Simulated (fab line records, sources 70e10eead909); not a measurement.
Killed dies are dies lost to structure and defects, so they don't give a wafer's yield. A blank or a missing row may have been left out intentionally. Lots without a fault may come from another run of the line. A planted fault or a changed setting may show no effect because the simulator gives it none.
Which tool is to blame? || flow nand_harc || at 1 step of a route of 1302, 12 lots with 36 wafers sampled

== WHAT EACH GAUGE READ, for each wafer ==
NHARC_A_M1_INSPECT_11.
{"lot": "L074", "measured": "day 23 10:47", "on": "defect_inspect-01", "raw_defect_count": "57 40 53"}
{"lot": "L077", "measured": "day 23 20:01", "on": "defect_inspect-01", "raw_defect_count": "66 53 57"}
{"lot": "L080", "measured": "day 25 18:42", "on": "defect_inspect-01", "raw_defect_count": "68 73 74"}
{"lot": "L081", "measured": "day 26 09:34", "on": "defect_inspect-01", "raw_defect_count": "152 174 176"}
{"lot": "L086", "measured": "day 27 01:10", "on": "defect_inspect-02", "raw_defect_count": "62 71 67"}
{"lot": "L085", "measured": "day 27 04:38", "on": "defect_inspect-02", "raw_defect_count": "114 121 115"}
{"lot": "L087", "measured": "day 28 09:46", "on": "defect_inspect-02", "raw_defect_count": "163 156 130"}
{"lot": "L088", "measured": "day 29 02:10", "on": "defect_inspect-01", "raw_defect_count": "87 93 101"}
{"lot": "L091", "measured": "day 30 14:22", "on": "defect_inspect-02", "raw_defect_count": "85 91 84"}
{"lot": "L093", "measured": "day 30 20:39", "on": "defect_inspect-02", "raw_defect_count": "93 97 104"}
{"lot": "L095", "measured": "day 31 07:05", "on": "defect_inspect-02", "raw_defect_count": "73 79 83"}
{"lot": "L097", "measured": "day 32 19:08", "on": "defect_inspect-01", "raw_defect_count": "99 98 104"}

== WHAT TOOL EACH LOT RAN ON (gives the tool, then ch and the chambers of the sampled wafers, and finally the start) ==
Record: no process step prior to these readings.

== THE ANSWER, worked out from the rows above alone ==
Rule: what is usual is taken from the lots themselves. Put in order of their means at a reading, lots are off if they are a third of the lots or fewer, leave a main group of 4 or more, and stand apart from it by a gap of 3 or more times the standard deviation of the main group's means; of several such gaps the widest counts. The tables above print the reading to a certain number of digits; a main group whose means all agree to those digits is not used. A lot without any number at a reading at which 4 lots or more have one is off too. All remaining lots with rows at the step are treated as sound.
No lot is off on any of the readings shown, so nothing can be concluded from this.

== WHAT THE SIMULATOR HAD INSERTED ==
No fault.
